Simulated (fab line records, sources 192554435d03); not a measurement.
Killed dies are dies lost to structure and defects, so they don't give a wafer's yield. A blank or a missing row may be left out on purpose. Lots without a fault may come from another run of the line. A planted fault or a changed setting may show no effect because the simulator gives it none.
Chamber matching | flow n5_finfet | N5_BEOL_M12_VIA_ETCH_16 on rie_diel-04: 4 sister chambers
The step etches SiOC in C4F8/O2/Ar, target depth 724.8 nm. 8 wafers are shown with their chamber, then 8 later ones without.

WAFERS WITH THEIR CHAMBER
wafer  | chamber | drypump_motor_current_A (A) | showerhead_plenum_p_Torr (Torr)
L077.1 | 1       | 6.1                         | 3.31
L077.2 | 0       | 5.5                         | 3.27
L080.2 | 1       | 6.2                         | 3.30
L080.4 | 2       | 5.8                         | 3.38
L080.5 | 0       | 5.5                         | 3.27
L088.5 | 2       | 5.8                         | 3.37
L088.6 | 3       | 5.7                         | 3.33
L091.2 | 3       | 5.7                         | 3.32

WAFERS WITHOUT THEIR CHAMBER
wafer  | drypump_motor_current_A (A) | showerhead_plenum_p_Torr (Torr)
L091.4 | 6.1                         | 3.29
L091.5 | 5.6                         | 3.32
L093.1 | 5.5                         | 3.25
L093.3 | 5.7                         | 3.32
L093.5 | 5.5                         | 3.25
L097.2 | 5.7                         | 3.32
L097.3 | 5.5                         | 3.25
L097.6 | 5.7                         | 3.32

WHICH CHAMBER EACH WENT THROUGH
wafer  | from the rows above | in truth
L091.4 | 1                   | 1
L091.5 | 3                   | 3
L093.1 | 0                   | 0
L093.3 | 3                   | 3
L093.5 | 0                   | 0
L097.2 | 3                   | 3
L097.3 | 0                   | 0
L097.6 | 3                   | 3
Placed correctly: 8 of 8. Can't be placed from these rows: 0. Placed wrongly: 0.
How it was worked out, from the rows above alone: a wafer's distance from a chamber is the root of the sum, over the readings, of the square of ((its reading less the chamber's mean) divided by the reading's scatter). The wafer belongs to the nearest chamber; if the next one is less than 2 further off, it can't be placed. A chamber's mean is the mean of its shown wafers. The scatter: the root of (the sum of the squares of (reading less its chamber's mean) over the shown wafers, divided by (wafers less chambers)).
